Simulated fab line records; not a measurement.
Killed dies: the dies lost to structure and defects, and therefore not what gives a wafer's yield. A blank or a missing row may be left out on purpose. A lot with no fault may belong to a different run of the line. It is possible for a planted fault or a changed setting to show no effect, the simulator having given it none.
What tool caused it? + flow nandHarc + 36 wafers from 12 lots sampled at 5 of the route's 1302 steps

WHAT THE GAUGES SHOWED, per wafer
NHARC_END_SORT_01. Usual: killedAtArray 57, standard deviation 18; killedAtOther 0.8, standard deviation 1; killedAtPeriphery 3.9, standard deviation 2.8; killedDies 62, standard deviation 18; killedOpen 3.4, standard deviation 1.8; killedShort 2.2, standard deviation 1.6.
| lot  | measured     | on        | killedAtArray | killedAtOther | killedAtPeriphery | killedDies | killedOpen | killedShort | flag |
|------|--------------|-----------|---------------|---------------|-------------------|------------|------------|-------------|------|
| L783 | day 26 23:17 | prober-02 | 87 88 76      | 0 0 0         | 6 10 12           | 93 98 88   | 7 3 3      | 3 1 1       |      |

WHICH TOOL RAN EACH LOT (tool, then ch and the chambers of the sampled wafers, then the start)
| lot  | NHARC_A_CHANNEL_HOLE_D1_ETCH_23 | NHARC_A_CHANNEL_HOLE_D1_STRIP_27             | NHARC_A_CHANNEL_FILL_D1_ALD_14  | NHARC_A_CHANNEL_FILL_D1_ETCHBACK_08 |
|------|---------------------------------|----------------------------------------------|---------------------------------|-------------------------------------|
| L780 | harEtch-01 ch 0,1, day 9 12:46  | rieDiel-07 ch 2,3, day 10 01:13 or earlier   | aldHk-04 ch 1,2,3, day 10 01:13 | rieDiel-11 ch 0,3, day 11 12:04     |
| L782 | harEtch-01 ch 0,1, day 10 11:22 | rieDiel-07 ch 0,1,3, day 10 22:29 or earlier | aldHk-02 ch 0,3, day 10 22:29   | rieDiel-11 ch 1,2,3, day 12 11:13   |
| L783 | harEtch-02 ch 0,1, day 10 12:52 | rieDiel-09 ch 1,3, day 10 22:27 or earlier   | aldHk-03 ch 1,2, day 10 22:27   | rieDiel-11 ch 0,2, day 12 09:56     |
| L785 | harEtch-01 ch 0,1, day 11 11:11 | rieDiel-09 ch 1,2,3, day 11 22:52 or earlier | aldHk-03 ch 0,2,3, day 11 22:52 | rieDiel-01 ch 0,1,2, day 13 09:24   |
| L789 | harEtch-01 ch 0,1, day 13 07:17 | rieDiel-09 ch 0,2,3, day 13 19:15 or earlier | aldHk-04 ch 1,2,3, day 13 19:15 | rieDiel-11 ch 0,1,2, day 15 10:04   |
| L791 | harEtch-01 ch 0,1, day 13 19:01 | rieDiel-09 ch 0,2,3, day 14 08:32 or earlier | aldHk-04 ch 1,2, day 14 08:32   | rieDiel-11 ch 0,1,2, day 15 19:21   |
| L795 | harEtch-01 ch 0,1, day 16 02:09 | rieDiel-10 ch 0,1,3, day 16 13:26 or earlier | aldHk-04 ch 0,1,3, day 16 13:26 | rieDiel-01 ch 1,2,3, day 18 01:43   |
| L797 | harEtch-02 ch 0,1, day 16 08:57 | rieDiel-09 ch 0,1,2, day 16 20:28 or earlier | aldHk-02 ch 0,1,2, day 16 20:28 | rieDiel-11 ch 0,1,2, day 18 07:05   |
| L798 | harEtch-01 ch 0,1, day 17 03:28 | rieDiel-09 ch 0,1,3, day 17 15:02 or earlier | aldHk-04 ch 0,1,3, day 17 15:02 | rieDiel-05 ch 2,3, day 19 05:00     |
| L799 | harEtch-01 ch 0,1, day 17 15:34 | rieDiel-09 ch 0,1,3, day 18 05:15 or earlier | aldHk-03 ch 0,2,3, day 18 05:15 | rieDiel-05 ch 1,2,3, day 19 19:18   |
| L801 | harEtch-01 ch 0,1, day 17 23:47 | rieDiel-09 ch 0,1,3, day 18 11:17 or earlier | aldHk-04 ch 0,1,2, day 18 11:17 | rieDiel-11 ch 1,2,3, day 19 19:14   |
| L800 | harEtch-01 ch 0,1, day 18 03:49 | rieDiel-09 ch 0,1,2, day 18 15:19 or earlier | aldHk-02 ch 0,1, day 18 15:19   | rieDiel-05 ch 0,1,2, day 20 04:34   |
- NHARC_A_CHANNEL_HOLE_D1_ETCH_23: etches the open film in C4F8/O2/Ar, time 819 s, target depth 1600 nm.
- NHARC_A_CHANNEL_HOLE_D1_STRIP_27: strips in O2.
- NHARC_A_CHANNEL_FILL_D1_ALD_14: deposits SiO2, target thk 2.5 nm, pulse time 10 s, ald cycles 25.
- NHARC_A_CHANNEL_FILL_D1_ETCHBACK_08: etches the open film in C4F8, target depth 220 nm, time 110 s.

WHAT THE TOOLS THEMSELVES READ (means of the sampled wafers that have a number; where no wafer has one, the mark that the record gives instead)
NHARC_A_CHANNEL_HOLE_D1_ETCH_23. Usual: drypumpMotorCurrentA 5.72 A, standard deviation 0.15; heBacksideLeakSccm 6.3 sccm, standard deviation 0.92; showerheadPlenumPTorr 3.59 Torr, standard deviation 0.097; throttleValvePct 32.155 %, standard deviation 0.0087.
| lot  | tool       | drypumpMotorCurrentA (A) | heBacksideLeakSccm (sccm) | showerheadPlenumPTorr (Torr) | throttleValvePct (%) | flag |
|------|------------|--------------------------|---------------------------|------------------------------|----------------------|------|
| L780 | harEtch-01 | 5.58                     | 5.2                       | 3.59                         | 32.153               |      |
| L782 | harEtch-01 | 5.59                     | 7.1                       | 3.58                         | 32.161               |      |
| L783 | harEtch-02 | 5.88                     | 7.5                       | 3.67                         | 32.157               |      |
| L785 | harEtch-01 | 5.58                     | 5.3                       | 3.61                         | 32.154               |      |
| L789 | harEtch-01 | 5.59                     | 5.4                       | 3.59                         | 32.161               |      |
| L791 | harEtch-01 | 5.58                     | 5.5                       | 3.59                         | 32.163               |      |
| L795 | harEtch-01 | 5.59                     | 5.8                       | 3.54                         | 32.154               |      |
| L797 | harEtch-02 | 5.89                     | 7.7                       | 3.62                         | 32.150               |      |
| L798 | harEtch-01 | 5.58                     | 5.6                       | 3.57                         | 32.152               |      |
| L799 | harEtch-01 | 5.60                     | 5.9                       | 3.53                         | 32.158               |      |
| L801 | harEtch-01 | 5.59                     | 5.7                       | 3.53                         | 32.158               |      |
| L800 | harEtch-01 | 5.60                     | 5.8                       | 3.56                         | 32.145               |      |

NHARC_A_CHANNEL_HOLE_D1_STRIP_27. Usual: drypumpMotorCurrentA 6.0 A, standard deviation 0.36; oesProductAu 1.000 a.u., standard deviation 0.0098; rfVppV 57.4 V, standard deviation 0.82; showerheadPlenumPTorr 3.44 Torr, standard deviation 0.1; throttleValvePct 17.036 %, standard deviation 0.0097.
| lot  | tool       | drypumpMotorCurrentA (A) | oesProductAu (a.u.) | rfVppV (V) | showerheadPlenumPTorr (Torr) | throttleValvePct (%) | flag |
|------|------------|--------------------------|---------------------|------------|------------------------------|----------------------|------|
| L780 | rieDiel-07 | 6.1                      | 1.001               | 57.4       | 3.52                         | 17.038               |      |
| L782 | rieDiel-07 | 5.9                      | 0.993               | 57.4       | 3.52                         | 17.033               |      |
| L783 | rieDiel-09 | 5.8                      | 1.006               | 58.0       | 3.41                         | 17.036               |      |
| L785 | rieDiel-09 | 5.9                      | 0.999               | 57.5       | 3.46                         | 17.047               |      |
| L789 | rieDiel-09 | 6.0                      | 0.994               | 56.5       | 3.40                         | 17.041               |      |
| L791 | rieDiel-09 | 6.0                      | 0.992               | 57.5       | 3.40                         | 17.041               |      |
| L795 | rieDiel-10 | 5.7                      | 1.007               | 56.8       | 3.50                         | 17.044               |      |
| L797 | rieDiel-09 | 6.2                      | 1.000               | 57.9       | 3.48                         | 17.036               |      |
| L798 | rieDiel-09 | 6.0                      | 1.002               | 57.4       | 3.43                         | 17.034               |      |
| L799 | rieDiel-09 | 6.0                      | 1.003               | 57.6       | 3.43                         | 17.037               |      |
| L801 | rieDiel-09 | 6.0                      | 0.999               | 58.0       | 3.43                         | 17.031               |      |
| L800 | rieDiel-09 | 6.2                      | 1.003               | 57.8       | 3.48                         | 17.035               |      |

NHARC_A_CHANNEL_FILL_D1_ALD_14. Usual: heaterPowerW 477 W, standard deviation 37; precursorPulseHeightRel 1.001, standard deviation 0.019.
| lot  | tool     | heaterPowerW (W) | precursorPulseHeightRel | flag |
|------|----------|------------------|-------------------------|------|
| L780 | aldHk-04 | 459              | 0.995                   |      |
| L782 | aldHk-02 | 512              | 1.004                   |      |
| L783 | aldHk-03 | 463              | 1.006                   |      |
| L785 | aldHk-03 | 480              | 1.002                   |      |
| L789 | aldHk-04 | 455              | 1.007                   |      |
| L791 | aldHk-04 | 474              | 1.008                   |      |
| L795 | aldHk-04 | 472              | 1.003                   |      |
| L797 | aldHk-02 | 522              | 1.010                   |      |
| L798 | aldHk-04 | 480              | 1.007                   |      |
| L799 | aldHk-03 | 478              | 1.014                   |      |
| L801 | aldHk-04 | 493              | 1.007                   |      |
| L800 | aldHk-02 | 540              | 0.996                   |      |

NHARC_A_CHANNEL_FILL_D1_ETCHBACK_08. Usual: oesProductAu 0.96 a.u., standard deviation 0.039; rfVppV 440.9 V, standard deviation 3; runLengthS 131.3 s, standard deviation 0.38.
| lot  | tool       | oesProductAu (a.u.) | rfVppV (V) | runLengthS (s) | flag |
|------|------------|---------------------|------------|----------------|------|
| L780 | rieDiel-11 | 0.92                | 440.1      | 131.0          |      |
| L782 | rieDiel-11 | 1.01                | 441.4      | 131.1          |      |
| L783 | rieDiel-11 | 1.01                | 441.7      | 131.4          |      |
| L785 | rieDiel-01 | 0.99                | 440.2      | 131.5          |      |
| L789 | rieDiel-11 | 1.01                | 442.0      | 149.5          | OFF  |
| L791 | rieDiel-11 | 1.01                | 442.7      | 149.7          | OFF  |
| L795 | rieDiel-01 | 0.93                | 441.3      | 131.3          |      |
| L797 | rieDiel-11 | 0.93                | 442.5      | 131.4          |      |
| L798 | rieDiel-05 | 0.93                | 442.7      | 131.1          |      |
| L799 | rieDiel-05 | 0.93                | 441.5      | 131.1          |      |
| L801 | rieDiel-11 | 0.99                | 440.5      | 131.3          |      |
| L800 | rieDiel-05 | 0.93                | 440.2      | 131.5          |      |

THE ANSWER, worked out from the rows above alone
Rule: a lot counts as off when the mean over its wafers that have a number is more than 3 standard deviations away from the usual mean. A lot without any number at a reading at which 4 lots or more have one is off too. Any other lot the step has rows for is counted as sound. Order of review: gauges by route order, followed by the tools' own readings, for which a lot's mean as printed above is used. The first step at which some lot is off is used, and at that step the reading that is off furthest; a lot without a number counts as furthest.
Off: L789, L791 (NHARC_A_CHANNEL_FILL_D1_ETCHBACK_08, runLengthS).
If a tool, at that step or one of the process steps before it, ran each lot that is off and ran no sound lot following the first of them, it fits. Because NHARC_A_CHANNEL_HOLE_D1_STRIP_27 lacks a start for some lots, the hours and order of its lots are taken from NHARC_A_CHANNEL_FILL_D1_ALD_14. None of those tried fits.

WHAT THE SIMULATOR PUT IN
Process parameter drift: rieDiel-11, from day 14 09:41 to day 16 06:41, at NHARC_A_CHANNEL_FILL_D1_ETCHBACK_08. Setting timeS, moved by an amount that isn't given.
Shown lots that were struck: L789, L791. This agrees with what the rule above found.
